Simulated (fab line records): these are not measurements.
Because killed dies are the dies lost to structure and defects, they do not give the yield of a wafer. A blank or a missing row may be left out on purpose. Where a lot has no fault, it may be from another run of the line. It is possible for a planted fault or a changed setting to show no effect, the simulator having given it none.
Matching of chambers :: flow n5Finfet :: N5_BEOL_M11_DESCUM_16 on rieDiel-02 has 4 sister chambers
The step chemistry O2, time 7.9 s. 18 wafers are shown with their chamber, then 9 later ones without.

== EACH WAFER AND ITS CHAMBER ==
wafer: L074.2
chamber: 2
showerheadPlenumPTorr (Torr): 2.09
throttleValvePct (%): 20.52
oesProductAu (a.u.): 0.72

wafer: L074.3
chamber: 1
showerheadPlenumPTorr (Torr): 2.20
throttleValvePct (%): 20.17
oesProductAu (a.u.): 0.83

wafer: L074.5
chamber: 3
showerheadPlenumPTorr (Torr): 1.95
throttleValvePct (%): 20.41
oesProductAu (a.u.): 0.72

wafer: L076.1
chamber: 1
showerheadPlenumPTorr (Torr): 2.19
throttleValvePct (%): 20.18
oesProductAu (a.u.): 0.82

wafer: L076.4
chamber: 2
showerheadPlenumPTorr (Torr): 2.08
throttleValvePct (%): 20.53
oesProductAu (a.u.): 0.72

wafer: L076.5
chamber: 0
showerheadPlenumPTorr (Torr): 2.02
throttleValvePct (%): 20.32
oesProductAu (a.u.): 0.79

wafer: L077.1
chamber: 0
showerheadPlenumPTorr (Torr): 2.02
throttleValvePct (%): 20.33
oesProductAu (a.u.): 0.79

wafer: L077.4
chamber: 1
showerheadPlenumPTorr (Torr): 2.19
throttleValvePct (%): 20.21
oesProductAu (a.u.): 0.81

wafer: L077.5
chamber: 2
showerheadPlenumPTorr (Torr): 2.08
throttleValvePct (%): 20.52
oesProductAu (a.u.): 0.71

wafer: L083.2
chamber: 2
showerheadPlenumPTorr (Torr): 2.08
throttleValvePct (%): 20.53
oesProductAu (a.u.): 0.70

wafer: L083.5
chamber: 1
showerheadPlenumPTorr (Torr): 2.19
throttleValvePct (%): 20.21
oesProductAu (a.u.): 0.82

wafer: L083.6
chamber: 0
showerheadPlenumPTorr (Torr): 2.01
throttleValvePct (%): 20.35
oesProductAu (a.u.): 0.79

wafer: L085.1
chamber: 1
showerheadPlenumPTorr (Torr): 2.19
throttleValvePct (%): 20.23
oesProductAu (a.u.): 0.81

wafer: L085.2
chamber: 3
showerheadPlenumPTorr (Torr): 1.94
throttleValvePct (%): 20.45
oesProductAu (a.u.): 0.70

wafer: L085.4
chamber: 2
showerheadPlenumPTorr (Torr): 2.08
throttleValvePct (%): 20.56
oesProductAu (a.u.): 0.70

wafer: L088.1
chamber: 3
showerheadPlenumPTorr (Torr): 1.94
throttleValvePct (%): 20.45
oesProductAu (a.u.): 0.70

wafer: L088.2
chamber: 0
showerheadPlenumPTorr (Torr): 2.01
throttleValvePct (%): 20.34
oesProductAu (a.u.): 0.78

wafer: L088.6
chamber: 2
showerheadPlenumPTorr (Torr): 2.08
throttleValvePct (%): 20.56
oesProductAu (a.u.): 0.70

SIGNATURES (averages over the wafers above)
reading: showerheadPlenumPTorr
chamber 0: 2.0150
chamber 1: 2.1920
chamber 2: 2.0817
chamber 3: 1.9433
scatter within a chamber: 0.00486

reading: throttleValvePct
chamber 0: 20.3350
chamber 1: 20.2000
chamber 2: 20.5367
chamber 3: 20.4367
scatter within a chamber: 0.0202

reading: oesProductAu
chamber 0: 0.7875
chamber 1: 0.8180
chamber 2: 0.7083
chamber 3: 0.7067
scatter within a chamber: 0.00888
Rule: for each reading, subtract the chamber's mean from the wafer's reading, divide by that reading's scatter and square the result; add these up over the readings and take the root, which gives the wafer's distance from the chamber. If the next closest chamber is less than 2 further off than the closest, the wafer can't be placed; otherwise it belongs to the closest. The scatter is the square root of a quotient: the sum, over the shown wafers, of each reading's squared deviation from its chamber's mean, divided by wafers minus chambers.

== WAFERS WITHOUT THEIR CHAMBER ==
wafer: L089.1
showerheadPlenumPTorr (Torr): 2.18
throttleValvePct (%): 20.23
oesProductAu (a.u.): 0.80

wafer: L089.2
showerheadPlenumPTorr (Torr): 2.01
throttleValvePct (%): 20.35
oesProductAu (a.u.): 0.77

wafer: L089.6
showerheadPlenumPTorr (Torr): 2.07
throttleValvePct (%): 20.57
oesProductAu (a.u.): 0.70

wafer: L092.1
showerheadPlenumPTorr (Torr): 2.18
throttleValvePct (%): 20.23
oesProductAu (a.u.): 0.79

wafer: L092.3
showerheadPlenumPTorr (Torr): 2.20
throttleValvePct (%): 20.09
oesProductAu (a.u.): 0.96

wafer: L092.5
showerheadPlenumPTorr (Torr): 2.00
throttleValvePct (%): 20.36
oesProductAu (a.u.): 0.76

wafer: L090.1
showerheadPlenumPTorr (Torr): 2.20
throttleValvePct (%): 20.11
oesProductAu (a.u.): 0.93

wafer: L090.3
showerheadPlenumPTorr (Torr): 2.00
throttleValvePct (%): 20.38
oesProductAu (a.u.): 0.76

wafer: L090.5
showerheadPlenumPTorr (Torr): 2.20
throttleValvePct (%): 20.10
oesProductAu (a.u.): 0.92

== EACH ONE'S CHAMBER ==
wafer: L089.1
from the rows above: 1
in truth: 1

wafer: L089.2
from the rows above: 0
in truth: 0

wafer: L089.6
from the rows above: 2
in truth: 2

wafer: L092.1
from the rows above: 1
in truth: 1

wafer: L092.3
from the rows above: 1
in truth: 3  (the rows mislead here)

wafer: L092.5
from the rows above: 0
in truth: 0

wafer: L090.1
from the rows above: 1
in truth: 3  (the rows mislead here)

wafer: L090.3
from the rows above: 0
in truth: 0

wafer: L090.5
from the rows above: 1
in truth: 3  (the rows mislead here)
Correct placement for 6 of the 9. Not placeable from these rows: 0. Wrongly placed: 3.
